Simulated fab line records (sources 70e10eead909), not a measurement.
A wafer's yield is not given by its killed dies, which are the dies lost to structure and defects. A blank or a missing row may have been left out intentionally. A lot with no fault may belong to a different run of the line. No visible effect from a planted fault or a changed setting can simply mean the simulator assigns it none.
Matching of chambers || flow nand_harc || rie_diel-01 running NHARC_A_STAIRCASE_DESCUM_312: 4 sister chambers
The step chemistry O2, time 3 s. 4 wafers are shown with their chamber, then 10 later ones without.

## EACH WAFER AND ITS CHAMBER
{"wafer": "L081.1", "chamber": 3, "drypump_motor_current_A (A)": 4.9}
{"wafer": "L086.5", "chamber": 2, "drypump_motor_current_A (A)": 5.7}
{"wafer": "L089.2", "chamber": 0, "drypump_motor_current_A (A)": 5.5}
{"wafer": "L089.3", "chamber": 1, "drypump_motor_current_A (A)": 6.8}

## WAFERS WHOSE CHAMBER IS MISSING
{"wafer": "L089.5", "drypump_motor_current_A (A)": 5.7}
{"wafer": "L090.2", "drypump_motor_current_A (A)": 5.7}
{"wafer": "L090.3", "drypump_motor_current_A (A)": 5.5}
{"wafer": "L090.6", "drypump_motor_current_A (A)": 6.7}
{"wafer": "L094.2", "drypump_motor_current_A (A)": 5.5}
{"wafer": "L094.4", "drypump_motor_current_A (A)": 4.9}
{"wafer": "L094.5", "drypump_motor_current_A (A)": 4.9}
{"wafer": "L096.2", "drypump_motor_current_A (A)": 5.5}
{"wafer": "L096.3", "drypump_motor_current_A (A)": 6.8}
{"wafer": "L096.5", "drypump_motor_current_A (A)": 4.9}

## EACH ONE'S CHAMBER
{"wafer": "L089.5", "from the rows above": 2, "in truth": 2}
{"wafer": "L090.2", "from the rows above": 2, "in truth": 2}
{"wafer": "L090.3", "from the rows above": 0, "in truth": 0}
{"wafer": "L090.6", "from the rows above": 1, "in truth": 1}
{"wafer": "L094.2", "from the rows above": 0, "in truth": 0}
{"wafer": "L094.4", "from the rows above": 3, "in truth": 3}
{"wafer": "L094.5", "from the rows above": 3, "in truth": 3}
{"wafer": "L096.2", "from the rows above": 0, "in truth": 0}
{"wafer": "L096.3", "from the rows above": 1, "in truth": 1}
{"wafer": "L096.5", "from the rows above": 3, "in truth": 3}
Correct placement for 10 of the 10. From these rows, 0 cannot be placed. Wrongly placed: 0.
How it was worked out, from the rows above alone: a wafer's distance from a chamber is the root of the sum, over the readings, of the square of ((its reading less the chamber's mean) divided by the reading's scatter). If the next closest chamber is less than 2 further off than the closest, the wafer can't be placed; otherwise it belongs to the closest. Each chamber's mean is taken over the wafers shown for it. The scatter: with one shown wafer a chamber, the root of the mean of the squares of how far each hidden wafer lies from its nearest shown one.
